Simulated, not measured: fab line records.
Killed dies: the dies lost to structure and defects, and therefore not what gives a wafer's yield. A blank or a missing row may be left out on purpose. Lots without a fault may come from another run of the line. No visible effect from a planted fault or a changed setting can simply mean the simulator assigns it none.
Which tool did it? || flow nand harc || 12 lots with 36 wafers sampled at 5 steps, on a route of 1302 steps

== WHAT THE GAUGES SHOWED, per wafer ==
NHARC_END_SORT_01. Usual: killed at array 52, standard deviation 17; killed at other 1.2, standard deviation 1.4; killed at periphery 4.7, standard deviation 2.9; killed dies 58, standard deviation 17; killed open 3.2, standard deviation 1.9; killed short 2.4, standard deviation 1.4.
{"lot": "L240", "measured": "day 25 00:46", "on": "prober-02", "killed at array": "44 53 39", "killed at other": "0 0 1", "killed at periphery": "4 3 5", "killed dies": "48 56 45", "killed open": "0 3 6", "killed short": "2 2 4", "flag": ""}
{"lot": "L243", "measured": "day 27 01:40", "on": "prober-02", "killed at array": "674 672 671", "killed at other": "0 0 0", "killed at periphery": "3 5 6", "killed dies": "677 677 677", "killed open": "3 0 3", "killed short": "2 2 2", "flag": "OFF"}
{"lot": "L245", "measured": "day 27 05:46", "on": "prober-01", "killed at array": "664 671 668", "killed at other": "2 2 1", "killed at periphery": "11 4 8", "killed dies": "677 677 677", "killed open": "9 5 2", "killed short": "5 3 5", "flag": "OFF"}
{"lot": "L253", "measured": "day 30 01:58", "on": "prober-01", "killed at array": "47 63 65", "killed at other": "0 0 2", "killed at periphery": "2 1 0", "killed dies": "49 64 67", "killed open": "5 5 0", "killed short": "3 2 5", "flag": ""}
{"lot": "L255", "measured": "day 30 19:19", "on": "prober-02", "killed at array": "79 78 89", "killed at other": "3 2 1", "killed at periphery": "6 4 4", "killed dies": "88 84 94", "killed open": "3 4 5", "killed short": "2 2 1", "flag": ""}
{"lot": "L254", "measured": "day 30 19:20", "on": "prober-01", "killed at array": "31 15", "killed at other": "1 0", "killed at periphery": "6 1", "killed dies": "38 16", "killed open": "6 2", "killed short": "3 1", "flag": ""}
{"lot": "L256", "measured": "day 32 20:58", "on": "prober-02", "killed at array": "37 25 34", "killed at other": "0 1 3", "killed at periphery": "4 8 8", "killed dies": "41 34 45", "killed open": "3 1 2", "killed short": "3 3 2", "flag": ""}
{"lot": "L258", "measured": "day 33 03:28", "on": "prober-01", "killed at array": "79 77 39", "killed at other": "1 1 1", "killed at periphery": "1 3 4", "killed dies": "81 81 44", "killed open": "5 4 1", "killed short": "0 1 1", "flag": ""}

== WHAT TOOL EACH LOT RAN ON (gives the tool, then ch and the chambers of the sampled wafers, and finally the start) ==
{"lot": "L239", "NHARC_A_STAIRCASE_STRIP_175": "plasma asher-02 ch 0,1, day 16 04:51", "NHARC_A_STAIRCASE_ETCH_188": "rie diel-10 ch 0,2, day 16 06:38", "NHARC_A_STAIRCASE_ETCH_190": "rie diel-10 ch 0,2,3, day 16 07:38 or earlier", "NHARC_A_STAIRCASE_TRIM_196": "rie diel-05 ch 1,3, day 16 07:38"}
{"lot": "L240", "NHARC_A_STAIRCASE_STRIP_175": "plasma asher-02 ch 0,1, day 16 15:43", "NHARC_A_STAIRCASE_ETCH_188": "rie diel-04 ch 2,3, day 16 17:19", "NHARC_A_STAIRCASE_ETCH_190": "rie diel-04 ch 0,2, day 16 18:14 or earlier", "NHARC_A_STAIRCASE_TRIM_196": "rie diel-10 ch 0,1,2, day 16 18:14"}
{"lot": "L242", "NHARC_A_STAIRCASE_STRIP_175": "plasma asher-01 ch 0,1, day 16 21:27", "NHARC_A_STAIRCASE_ETCH_188": "rie diel-04 ch 1,2,3, day 16 23:04", "NHARC_A_STAIRCASE_ETCH_190": "rie diel-04 ch 0,1,3, day 17 00:03 or earlier", "NHARC_A_STAIRCASE_TRIM_196": "rie diel-05 ch 1,2,3, day 17 00:03"}
{"lot": "L243", "NHARC_A_STAIRCASE_STRIP_175": "plasma asher-01 ch 0,1, day 17 21:11", "NHARC_A_STAIRCASE_ETCH_188": "rie diel-04 ch 0,2,3, day 17 22:56", "NHARC_A_STAIRCASE_ETCH_190": "rie diel-04 ch 0,2,3, day 18 02:39 or earlier", "NHARC_A_STAIRCASE_TRIM_196": "rie diel-04 ch 0,1,3, day 18 02:39"}
{"lot": "L245", "NHARC_A_STAIRCASE_STRIP_175": "plasma asher-02 ch 0,1, day 18 08:46", "NHARC_A_STAIRCASE_ETCH_188": "rie diel-04 ch 0,1,3, day 18 10:19", "NHARC_A_STAIRCASE_ETCH_190": "rie diel-04 ch 0,1,3, day 18 11:11 or earlier", "NHARC_A_STAIRCASE_TRIM_196": "rie diel-04 ch 1,3, day 18 11:11"}
{"lot": "L252", "NHARC_A_STAIRCASE_STRIP_175": "plasma asher-01 ch 0,1, day 21 14:52", "NHARC_A_STAIRCASE_ETCH_188": "rie diel-04 ch 0,2, day 21 16:30", "NHARC_A_STAIRCASE_ETCH_190": "rie diel-04 ch 0,1, day 21 17:29 or earlier", "NHARC_A_STAIRCASE_TRIM_196": "rie diel-10 ch 0,1, day 21 17:29"}
{"lot": "L253", "NHARC_A_STAIRCASE_STRIP_175": "plasma asher-02 ch 0,1, day 21 15:08", "NHARC_A_STAIRCASE_ETCH_188": "rie diel-05 ch 0,1,3, day 21 16:52", "NHARC_A_STAIRCASE_ETCH_190": "rie diel-05 ch 1,2,3, day 21 17:46 or earlier", "NHARC_A_STAIRCASE_TRIM_196": "rie diel-05 ch 2,3, day 21 17:46"}
{"lot": "L255", "NHARC_A_STAIRCASE_STRIP_175": "plasma asher-02 ch 0,1, day 22 12:25", "NHARC_A_STAIRCASE_ETCH_188": "rie diel-10 ch 0,3, day 22 14:11", "NHARC_A_STAIRCASE_ETCH_190": "rie diel-10 ch 0,3, day 22 15:02 or earlier", "NHARC_A_STAIRCASE_TRIM_196": "rie diel-10 ch 2,3, day 22 15:02"}
{"lot": "L254", "NHARC_A_STAIRCASE_STRIP_175": "plasma asher-02 ch 0,1, day 22 13:12", "NHARC_A_STAIRCASE_ETCH_188": "rie diel-04 ch 1,3, day 22 14:58", "NHARC_A_STAIRCASE_ETCH_190": "rie diel-04 ch 0,1,3, day 22 15:50 or earlier", "NHARC_A_STAIRCASE_TRIM_196": "rie diel-04 ch 0,1,2, day 22 15:50"}
{"lot": "L256", "NHARC_A_STAIRCASE_STRIP_175": "plasma asher-01 ch 0,1, day 23 18:14", "NHARC_A_STAIRCASE_ETCH_188": "rie diel-04 ch 0,1,2, day 23 19:57", "NHARC_A_STAIRCASE_ETCH_190": "rie diel-04 ch 1,2,3, day 23 20:49 or earlier", "NHARC_A_STAIRCASE_TRIM_196": "rie diel-04 ch 0,1,3, day 23 20:49"}
{"lot": "L258", "NHARC_A_STAIRCASE_STRIP_175": "plasma asher-01 ch 0,1, day 24 04:47", "NHARC_A_STAIRCASE_ETCH_188": "rie diel-05 ch 0,1,2, day 24 06:27", "NHARC_A_STAIRCASE_ETCH_190": "rie diel-05 ch 1,2, day 24 07:19 or earlier", "NHARC_A_STAIRCASE_TRIM_196": "rie diel-05 ch 2,3, day 24 07:19"}
{"lot": "L261", "NHARC_A_STAIRCASE_STRIP_175": "plasma asher-02 ch 0,1, day 25 09:40", "NHARC_A_STAIRCASE_ETCH_188": "rie diel-04 ch 2,3, day 25 11:25", "NHARC_A_STAIRCASE_ETCH_190": "rie diel-04 ch 0,1,3, day 25 12:25 or earlier", "NHARC_A_STAIRCASE_TRIM_196": "rie diel-04 ch 1,2,3, day 25 12:25"}
- NHARC_A_STAIRCASE_STRIP_175: strips in O2.
- NHARC_A_STAIRCASE_ETCH_188: etches the open film in C4F8/O2, target depth 100 nm, time 40.5 s.
- NHARC_A_STAIRCASE_ETCH_190: etches the open film in C4F8/O2, target depth 100 nm, time 40.5 s.
- NHARC_A_STAIRCASE_TRIM_196: chemistry O2, time 211.2 s.

== WHAT THE TOOLS THEMSELVES READ (means of the sampled wafers that have a number; where no wafer has one, the mark that the record gives instead) ==
NHARC_A_STAIRCASE_STRIP_175. Usual: drypump motor current A 5.86 A, standard deviation 0.25; heater power w 370 W, standard deviation 38; temp c 250.01 C, standard deviation 0.2.
{"lot": "L239", "tool": "plasma asher-02", "drypump motor current A (A)": 6.12, "heater power w (W)": 399, "temp c (C)": 249.77, "flag": ""}
{"lot": "L240", "tool": "plasma asher-02", "drypump motor current A (A)": 6.10, "heater power w (W)": 399, "temp c (C)": 250.13, "flag": ""}
{"lot": "L242", "tool": "plasma asher-01", "drypump motor current A (A)": 5.57, "heater power w (W)": 323, "temp c (C)": 249.84, "flag": ""}
{"lot": "L243", "tool": "plasma asher-01", "drypump motor current A (A)": 5.61, "heater power w (W)": 332, "temp c (C)": 250.15, "flag": ""}
{"lot": "L245", "tool": "plasma asher-02", "drypump motor current A (A)": 6.09, "heater power w (W)": 392, "temp c (C)": 250.15, "flag": ""}
{"lot": "L252", "tool": "plasma asher-01", "drypump motor current A (A)": 5.56, "heater power w (W)": 326, "temp c (C)": 250.16, "flag": ""}
{"lot": "L253", "tool": "plasma asher-02", "drypump motor current A (A)": 6.09, "heater power w (W)": 407, "temp c (C)": 249.80, "flag": ""}
{"lot": "L255", "tool": "plasma asher-02", "drypump motor current A (A)": 6.10, "heater power w (W)": 399, "temp c (C)": 249.78, "flag": ""}
{"lot": "L254", "tool": "plasma asher-02", "drypump motor current A (A)": 6.09, "heater power w (W)": 401, "temp c (C)": 250.19, "flag": ""}
{"lot": "L256", "tool": "plasma asher-01", "drypump motor current A (A)": 5.56, "heater power w (W)": 340, "temp c (C)": 250.01, "flag": ""}
{"lot": "L258", "tool": "plasma asher-01", "drypump motor current A (A)": 5.62, "heater power w (W)": 347, "temp c (C)": 250.04, "flag": ""}
{"lot": "L261", "tool": "plasma asher-02", "drypump motor current A (A)": 6.09, "heater power w (W)": 410, "temp c (C)": 249.89, "flag": ""}

NHARC_A_STAIRCASE_ETCH_188. Usual: oes product au 0.946 a.u., standard deviation 0.015; rf vpp V 893 V, standard deviation 5.6; run length s 61.8 s, standard deviation 0.47.
{"lot": "L239", "tool": "rie diel-10", "oes product au (a.u.)": 0.935, "rf vpp V (V)": 887, "run length s (s)": 62.1, "flag": ""}
{"lot": "L240", "tool": "rie diel-04", "oes product au (a.u.)": 0.947, "rf vpp V (V)": 892, "run length s (s)": 61.4, "flag": ""}
{"lot": "L242", "tool": "rie diel-04", "oes product au (a.u.)": 0.958, "rf vpp V (V)": 895, "run length s (s)": 61.2, "flag": ""}
{"lot": "L243", "tool": "rie diel-04", "oes product au (a.u.)": 0.950, "rf vpp V (V)": 891, "run length s (s)": 39.9, "flag": "OFF"}
{"lot": "L245", "tool": "rie diel-04", "oes product au (a.u.)": 0.958, "rf vpp V (V)": 895, "run length s (s)": 40.1, "flag": "OFF"}
{"lot": "L252", "tool": "rie diel-04", "oes product au (a.u.)": 0.956, "rf vpp V (V)": 888, "run length s (s)": 61.5, "flag": ""}
{"lot": "L253", "tool": "rie diel-05", "oes product au (a.u.)": 0.913, "rf vpp V (V)": 898, "run length s (s)": 61.9, "flag": ""}
{"lot": "L255", "tool": "rie diel-10", "oes product au (a.u.)": 0.938, "rf vpp V (V)": 892, "run length s (s)": 62.2, "flag": ""}
{"lot": "L254", "tool": "rie diel-04", "oes product au (a.u.)": 0.945, "rf vpp V (V)": 899, "run length s (s)": 61.3, "flag": ""}
{"lot": "L256", "tool": "rie diel-04", "oes product au (a.u.)": 0.948, "rf vpp V (V)": 891, "run length s (s)": 61.7, "flag": ""}
{"lot": "L258", "tool": "rie diel-05", "oes product au (a.u.)": 0.953, "rf vpp V (V)": 894, "run length s (s)": 61.8, "flag": ""}
{"lot": "L261", "tool": "rie diel-04", "oes product au (a.u.)": 0.952, "rf vpp V (V)": 892, "run length s (s)": 61.5, "flag": ""}

NHARC_A_STAIRCASE_ETCH_190. Usual: oes product au 0.946 a.u., standard deviation 0.015; rf vpp V 893 V, standard deviation 5.5; run length s 61.8 s, standard deviation 0.51.
{"lot": "L239", "tool": "rie diel-10", "oes product au (a.u.)": 0.939, "rf vpp V (V)": 891, "run length s (s)": 62.2, "flag": ""}
{"lot": "L240", "tool": "rie diel-04", "oes product au (a.u.)": 0.957, "rf vpp V (V)": 888, "run length s (s)": 61.8, "flag": ""}
{"lot": "L242", "tool": "rie diel-04", "oes product au (a.u.)": 0.949, "rf vpp V (V)": 896, "run length s (s)": 61.2, "flag": ""}
{"lot": "L243", "tool": "rie diel-04", "oes product au (a.u.)": 0.948, "rf vpp V (V)": 892, "run length s (s)": 61.7, "flag": ""}
{"lot": "L245", "tool": "rie diel-04", "oes product au (a.u.)": 0.957, "rf vpp V (V)": 895, "run length s (s)": 61.4, "flag": ""}
{"lot": "L252", "tool": "rie diel-04", "oes product au (a.u.)": 0.935, "rf vpp V (V)": 892, "run length s (s)": 61.4, "flag": ""}
{"lot": "L253", "tool": "rie diel-05", "oes product au (a.u.)": 0.942, "rf vpp V (V)": 896, "run length s (s)": 61.9, "flag": ""}
{"lot": "L255", "tool": "rie diel-10", "oes product au (a.u.)": 0.953, "rf vpp V (V)": 890, "run length s (s)": 62.0, "flag": ""}
{"lot": "L254", "tool": "rie diel-04", "oes product au (a.u.)": 0.951, "rf vpp V (V)": 894, "run length s (s)": 61.5, "flag": ""}
{"lot": "L256", "tool": "rie diel-04", "oes product au (a.u.)": 0.952, "rf vpp V (V)": 895, "run length s (s)": 61.4, "flag": ""}
{"lot": "L258", "tool": "rie diel-05", "oes product au (a.u.)": 0.953, "rf vpp V (V)": 891, "run length s (s)": 62.1, "flag": ""}
{"lot": "L261", "tool": "rie diel-04", "oes product au (a.u.)": 0.946, "rf vpp V (V)": 894, "run length s (s)": 61.4, "flag": ""}

NHARC_A_STAIRCASE_TRIM_196. Usual: drypump motor current A 5.8 A, standard deviation 0.47; oes product au 1.001 a.u., standard deviation 0.015; rf vpp V 57.6 V, standard deviation 0.98; showerhead plenum p Torr 3.48 Torr, standard deviation 0.15; throttle valve pct 17.036 %, standard deviation 0.0094.
{"lot": "L239", "tool": "rie diel-05", "drypump motor current A (A)": 5.5, "oes product au (a.u.)": 0.988, "rf vpp V (V)": 57.5, "showerhead plenum p Torr (Torr)": 3.67, "throttle valve pct (%)": 17.039, "flag": ""}
{"lot": "L240", "tool": "rie diel-10", "drypump motor current A (A)": 5.6, "oes product au (a.u.)": 0.993, "rf vpp V (V)": 57.5, "showerhead plenum p Torr (Torr)": 3.42, "throttle valve pct (%)": 17.035, "flag": ""}
{"lot": "L242", "tool": "rie diel-05", "drypump motor current A (A)": 5.5, "oes product au (a.u.)": 0.998, "rf vpp V (V)": 58.4, "showerhead plenum p Torr (Torr)": 3.56, "throttle valve pct (%)": 17.033, "flag": ""}
{"lot": "L243", "tool": "rie diel-04", "drypump motor current A (A)": 6.2, "oes product au (a.u.)": 1.010, "rf vpp V (V)": 57.5, "showerhead plenum p Torr (Torr)": 3.52, "throttle valve pct (%)": 17.041, "flag": ""}
{"lot": "L245", "tool": "rie diel-04", "drypump motor current A (A)": 6.6, "oes product au (a.u.)": 1.015, "rf vpp V (V)": 57.7, "showerhead plenum p Torr (Torr)": 3.62, "throttle valve pct (%)": 17.033, "flag": ""}
{"lot": "L252", "tool": "rie diel-10", "drypump motor current A (A)": 5.5, "oes product au (a.u.)": 0.987, "rf vpp V (V)": 58.3, "showerhead plenum p Torr (Torr)": 3.52, "throttle valve pct (%)": 17.035, "flag": ""}
{"lot": "L253", "tool": "rie diel-05", "drypump motor current A (A)": 5.6, "oes product au (a.u.)": 0.995, "rf vpp V (V)": 57.0, "showerhead plenum p Torr (Torr)": 3.55, "throttle valve pct (%)": 17.031, "flag": ""}
{"lot": "L255", "tool": "rie diel-10", "drypump motor current A (A)": 5.7, "oes product au (a.u.)": 1.002, "rf vpp V (V)": 57.2, "showerhead plenum p Torr (Torr)": 3.35, "throttle valve pct (%)": 17.027, "flag": ""}
{"lot": "L254", "tool": "rie diel-04", "drypump motor current A (A)": 5.9, "oes product au (a.u.)": 1.001, "rf vpp V (V)": 57.2, "showerhead plenum p Torr (Torr)": 3.40, "throttle valve pct (%)": 17.034, "flag": ""}
{"lot": "L256", "tool": "rie diel-04", "drypump motor current A (A)": 6.2, "oes product au (a.u.)": 1.008, "rf vpp V (V)": 57.4, "showerhead plenum p Torr (Torr)": 3.49, "throttle valve pct (%)": 17.035, "flag": ""}
{"lot": "L258", "tool": "rie diel-05", "drypump motor current A (A)": 5.6, "oes product au (a.u.)": 0.993, "rf vpp V (V)": 58.5, "showerhead plenum p Torr (Torr)": 3.65, "throttle valve pct (%)": 17.031, "flag": ""}
{"lot": "L261", "tool": "rie diel-04", "drypump motor current A (A)": 6.3, "oes product au (a.u.)": 1.020, "rf vpp V (V)": 58.0, "showerhead plenum p Torr (Torr)": 3.49, "throttle valve pct (%)": 17.039, "flag": ""}

== THE ANSWER, worked out from the rows above alone ==
Rule: a lot is off if the mean of its wafers that have a number lies more than 3 standard deviations from the usual mean. Also off: a lot with no number at a reading for which 4 or more lots have one. All remaining lots with rows at the step are treated as sound. Order of review: gauges by route order, followed by the tools' own readings, for which a lot's mean as printed above is used. The first step at which some lot is off is used, and at that step the reading that is off furthest; a lot without a number counts as furthest.
Off at NHARC_END_SORT_01 (killed at array): L243, L245. Neither off nor sound, because the step has no rows for them: L239, L242, L252, L261.
If a tool, at a process step before that reading, ran all the lots that are off and no sound lot after the first of them, it fits. Not tried: the gauges at NHARC_END_SORT_01; whatever is off there is also off at NHARC_A_STAIRCASE_ETCH_188, on other tools, and gauge error can't account for it. NHARC_A_STAIRCASE_ETCH_190: start missing for some lots; hours and lot order therefore follow NHARC_A_STAIRCASE_TRIM_196. None of those tried fits.

== WHAT HAD BEEN PUT IN BY THE SIMULATOR ==
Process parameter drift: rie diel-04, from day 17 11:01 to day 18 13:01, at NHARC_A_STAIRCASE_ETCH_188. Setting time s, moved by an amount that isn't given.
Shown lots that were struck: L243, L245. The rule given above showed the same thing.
